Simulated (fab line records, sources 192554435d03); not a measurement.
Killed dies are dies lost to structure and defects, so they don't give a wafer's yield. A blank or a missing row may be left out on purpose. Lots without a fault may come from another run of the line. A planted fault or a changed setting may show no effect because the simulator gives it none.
Split-lot experiment | flow n5_finfet | 7 lots, 21 wafers read, on a route of 1938 steps

THE SPLIT
At N5_BEOL_M12_ETCH_38 (etches SiCN in CF4/N2, target depth 68.7 nm, time 73.4 s), the setting time_s was moved away from the recipe's 73.4 s on 4 of the 21 wafers read, by -14.3% to +17.2%. The other wafers ran this setting at the recipe's value.

The reading is taken at the split's own step.

THE READING
etch.depth_nm (the simulator's own value, which no gauge read), in nm, at N5_BEOL_M12_ETCH_38 (etches SiCN in CF4/N2, target depth 68.7 nm, time 73.4 s). The file gives no usual value for it. The 17 wafers here that ran the recipe average 58.25 nm, standard deviation 1.3 nm.

wafer  | tool, chamber at the split | time_s as run, s | against the recipe | etch.depth_nm, nm | against lot-mates on the recipe
L075.1 | rie_diel-03, 3             | 73.4             | recipe             | 59.86             | -
L075.2 | rie_diel-03, 2             | 73.4             | recipe             | 59.66             | -
L075.3 | rie_diel-03, 0             | 73.4             | recipe             | 59.75             | -
L076.4 | rie_diel-02, 0             | 67.36            | -8.2%              | 52.87             | -5.66
L076.5 | rie_diel-02, 1             | 73.4             | recipe             | 56.96             | -
L076.6 | rie_diel-02, 3             | 73.4             | recipe             | 60.09             | -
L080.1 | rie_diel-04, 0             | 73.4             | recipe             | 59.47             | -
L080.2 | rie_diel-04, 3             | 73.4             | recipe             | 57.65             | -
L080.5 | rie_diel-04, 2             | 73.4             | recipe             | 57.04             | -
L077.1 | rie_diel-02, 2             | 73.4             | recipe             | 59.38             | -
L077.3 | rie_diel-02, 3             | 62.91            | -14.3%             | 52.21             | -7.22
L077.6 | rie_diel-02, 2             | 73.4             | recipe             | 59.48             | -
L082.3 | rie_diel-03, 2             | 86.01            | +17.2%             | 69.19             | +11.12
L082.4 | rie_diel-03, 3             | 86.01            | +17.2%             | 68.97             | +10.90
L082.6 | rie_diel-03, 1             | 73.4             | recipe             | 58.07             | -
L087.1 | rie_diel-02, 1             | 73.4             | recipe             | 56.38             | -
L087.4 | rie_diel-02, 0             | 73.4             | recipe             | 57.34             | -
L087.5 | rie_diel-02, 2             | 73.4             | recipe             | 58.58             | -
L095.1 | rie_diel-02, 1             | 73.4             | recipe             | 56.57             | -
L095.3 | rie_diel-02, 0             | 73.4             | recipe             | 57.11             | -
L095.6 | rie_diel-02, 0             | 73.4             | recipe             | 56.87             | -

THE FIT
A straight line over all 21 wafers: etch.depth_nm changes by +0.581 nm for each +1% of time_s; r = +0.94; the points scatter about the line by 1.4 nm.
The same after taking each lot's own level away (the mean of its wafers on the recipe; 21 wafers): +0.611 nm for each +1%; r = +0.98; scatter 0.85 nm.
On that fit, the largest move of time_s shifts the reading by 10 nm.
The lots' own levels span 56.850 to 59.757 nm, that is 2.2 times the standard deviation above.
So the lot-to-lot level changes the slope little: the two slopes agree.
Check: with one of the wafers moved furthest among these (+17.2%) left out of the fit, the line predicts +10.3 nm for it against its lot-mates. It came out at +11.1 nm against them.

OTHER SPLITS ON THESE WAFERS
These wafers also went through other splits before the reading. Each is held against what the fit with the lots' levels taken away leaves over:
other split on the same wafers | wafers away from the commonest value | r with etch.depth_nm (lot level and that fit taken away)
N5_BEOL_M9_ETCH_62 time_s      | 7                                    | -0.36
N5_BEOL_M12_COAT_04 spin_rpm   | 9                                    | -0.02
N5_BEOL_M12_PEB_08 peb_time_s  | 10                                   | -0.05

THE FILE'S OWN FIT
etch.depth_nm changes by +0.597 nm for each +1% of time_s, r = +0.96.
